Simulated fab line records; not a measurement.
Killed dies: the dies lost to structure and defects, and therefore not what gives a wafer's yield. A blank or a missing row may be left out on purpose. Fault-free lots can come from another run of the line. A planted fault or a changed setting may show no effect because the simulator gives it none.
Split-lot study ; flow n5_finfet ; route with 1938 steps; 7 lots, 39 wafers read

SPLIT DETAILS
At N5_GATE_CUT_ETCH_37 (etches SOC in N2/H2, target depth 60 nm, overetch 12 nm, time 90 s), the setting bias_w was moved away from the recipe's 150 W on 15 of the 39 wafers read, by -12.7% to +16.5%. The other wafers ran this setting at the recipe's value.

The reading is taken at the split's own step.

THE READING
rf_vpp_V, in V, at N5_GATE_CUT_ETCH_37 (etches SOC in N2/H2, target depth 60 nm, overetch 12 nm, time 90 s). A value of 523.8 V with a standard deviation of 2.7 V is what fault-free wafers of this fab line usually give.

wafer;tool, chamber at the split;bias_w as run, W;against the recipe;rf_vpp_V, V;against lot-mates on the recipe
L075.1;rie_diel-01, 0;150;recipe;524.5;-
L075.2;rie_diel-01, 3;174.8;+16.5%;580.0;+55.7
L075.3;rie_diel-01, 1;150;recipe;520.7;-
L075.4;rie_diel-01, 2;174.8;+16.5%;576.8;+52.5
L075.5;rie_diel-01, 2;174.8;+16.5%;575.5;+51.2
L075.6;rie_diel-01, 3;150;recipe;527.8;-
L076.1;rie_diel-03, 2;150;recipe;526.1;-
L076.2;rie_diel-03, 0;150;recipe;526.7;-
L076.3;rie_diel-03, 3;150;recipe;523.6;-
L076.4;rie_diel-03, 1;150;recipe;520.5;-
L076.5;rie_diel-03, 1;150;recipe;521.1;-
L076.6;rie_diel-03, 0;150;recipe;525.5;-
L077.1;rie_diel-02, 3;150;recipe;529.7;-
L077.2;rie_diel-02, 1;172.9;+15.3%;573.8;+47.0
L077.3;rie_diel-02, 0;150;recipe;522.3;-
L077.4;rie_diel-02, 2;172.9;+15.3%;568.8;+42.0
L077.5;rie_diel-02, 3;150;recipe;528.5;-
L077.6;rie_diel-02, 2;172.9;+15.3%;569.6;+42.8
L079.1;rie_diel-02, 3;150;recipe;528.3;-
L079.2;rie_diel-02, 0;164.6;+9.7%;553.4;+29.5
L079.3;rie_diel-02, 1;150;recipe;523.6;-
L079.4;rie_diel-02, 2;150;recipe;519.8;-
L079.5;rie_diel-02, 3;164.6;+9.7%;560.6;+36.7
L079.6;rie_diel-02, 0;164.6;+9.7%;555.3;+31.4
L081.1;rie_diel-01, 2;150;recipe;522.8;-
L081.2;rie_diel-01, 3;150;recipe;526.4;-
L081.3;rie_diel-01, 1;135.9;-9.4%;488.3;-34.8
L081.4;rie_diel-01, 0;135.9;-9.4%;493.6;-29.5
L081.5;rie_diel-01, 1;150;recipe;520.0;-
L081.6;rie_diel-01, 0;135.9;-9.4%;492.4;-30.7
L082.1;rie_diel-01, 2;150;recipe;524.7;-
L082.3;rie_diel-01, 3;150;recipe;526.8;-
L082.5;rie_diel-01, 3;150;recipe;525.8;-
L086.1;rie_diel-01, 1;150;recipe;519.5;-
L086.2;rie_diel-01, 3;130.9;-12.7%;483.4;-38.5
L086.3;rie_diel-01, 2;150;recipe;521.1;-
L086.4;rie_diel-01, 0;150;recipe;525.2;-
L086.5;rie_diel-01, 0;130.9;-12.7%;481.4;-40.5
L086.6;rie_diel-01, 3;130.9;-12.7%;482.4;-39.5

THE FIT
A straight line over all 39 wafers: rf_vpp_V changes by +3.23 V for each +1% of bias_w; r = +0.99; the points scatter about the line by 3 V.
The same after taking each lot's own level away (the mean of its wafers on the recipe; 39 wafers): +3.13 V for each +1%; r = +0.99; scatter 2.9 V.
Per that fit: largest bias_w move, reading shift of 52 V.
The lots' own levels span 521.93 to 526.83 V, that is 1.8 times the standard deviation above.
Hence the lot-to-lot level has little effect on the slope; both slopes agree.
Check: +51.1 V against its lot-mates is what the line predicts for one of the wafers moved furthest among these (+16.5%) when that wafer is left out of the fit. It came out at +55.7 V against them.
Tool readings at the split's step, against how far the setting was moved: rf_vpp_V r = +0.99.

THE OTHER SPLITS THESE WAFERS WENT THROUGH
Note: prior to the reading, these wafers also went through further splits. Each is held against what the fit with the lots' levels taken away leaves over:
other split on the same wafers;wafers away from the commonest value;r with rf_vpp_V (lot level and that fit taken away)
N5_PMOS_HMC_CHANNEL_EPI_EPI_20 temp_c;12;+0.04
N5_DUMMY_GATE_ETCH_37 source_w;15;-0.01
N5_DUMMY_GATE_ETCH_32 time_s;18;-0.11
N5_GATE_CUT_EXPOSE_10 dose_mj;12;+0.19

THE WHOLE CHAIN: every reading that the file lists as answering this split, in the file's order
step;what it does;reading;change (the file's fit);r (the file's)
N5_GATE_CUT_ETCH_37;etches SOC in N2/H2, target depth 60 nm, overetch 12 nm, time 90 s;rf_vpp_V;+3.13 V for each +1% of the setting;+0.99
N5_GATE_CUT_ETCH_37;etches SOC in N2/H2, target depth 60 nm, overetch 12 nm, time 90 s;SiARC_of_GATE_CUT_COAT_35.thk_nm (the simulator's own value, which no gauge read);-0.0596 nm for each +1% of the setting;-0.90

FILE'S OWN FIT
rf_vpp_V changes by +3.13 V for each +1% of bias_w, r = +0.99.
